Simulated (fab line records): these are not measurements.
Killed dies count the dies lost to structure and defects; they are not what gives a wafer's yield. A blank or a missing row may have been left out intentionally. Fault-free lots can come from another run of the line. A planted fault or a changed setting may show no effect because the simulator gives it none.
Chamber matching    flow n5Finfet    rieDiel-01 running N5_BEOL_M4_ETCH_63: 4 sister chambers
The step etches SiARC in CF4, target depth 15.6 nm, time 26 s. 14 wafers are shown with their chamber, then 6 later ones without.

== WAFERS PAIRED WITH THEIR CHAMBERS ==
wafer   chamber  drypumpMotorCurrentA (A)  showerheadPlenumPTorr (Torr)  etchRfOnTimeS (s)
L899.2  3        6.4                       2.12                          26.9
L899.5  2        5.5                       2.13                          25.5
L899.6  1        5.9                       2.11                          26.3
L901.1  3        6.4                       2.12                          27.0
L901.4  3        6.4                       2.12                          26.9
L901.6  0        6.2                       2.25                          26.3
L915.3  0        6.2                       2.24                          25.9
L915.5  2        5.6                       2.11                          25.7
L915.6  1        6.0                       2.11                          26.1
L916.3  1        5.9                       2.11                          26.3
L916.6  0        6.2                       2.24                          26.4
L917.1  0        6.2                       2.24                          26.1
L917.3  2        5.6                       2.11                          26.1
L917.4  1        5.9                       2.10                          25.8

SIGNATURES, as means of the wafers listed above
reading                chamber 0  chamber 1  chamber 2  chamber 3  scatter within a chamber
drypumpMotorCurrentA   6.200      5.925      5.567      6.400      0.0376
showerheadPlenumPTorr  2.2425     2.1075     2.1167     2.1200     0.00645
etchRfOnTimeS          26.175     26.125     25.767     26.933     0.225
Rule: for each reading, subtract the chamber's mean from the wafer's reading, divide by that reading's scatter and square the result; add these up over the readings and take the root, which gives the wafer's distance from the chamber. If the next closest chamber is less than 2 further off than the closest, the wafer can't be placed; otherwise it belongs to the closest. How the scatter is found: for the shown wafers, subtract from each reading the mean of its chamber, square and add these, divide the total by (wafers less chambers), then take the root.

== WAFERS WITH NO CHAMBER GIVEN ==
wafer   drypumpMotorCurrentA (A)  showerheadPlenumPTorr (Torr)  etchRfOnTimeS (s)
L918.1  5.5                       2.11                          26.0
L918.3  6.2                       2.24                          26.5
L918.6  6.4                       2.10                          27.7
L919.1  5.9                       2.10                          25.9
L919.5  6.2                       2.23                          26.3
L919.6  6.4                       2.10                          27.7

== WHICH CHAMBER EACH WENT THROUGH ==
wafer   from the rows above  in truth
L918.1  2                    2
L918.3  0                    0
L918.6  3                    3
L919.1  1                    1
L919.5  0                    0
L919.6  3                    3
Correct placement for 6 of the 6. Left unplaced by these rows: 0. Placed wrongly: 0.
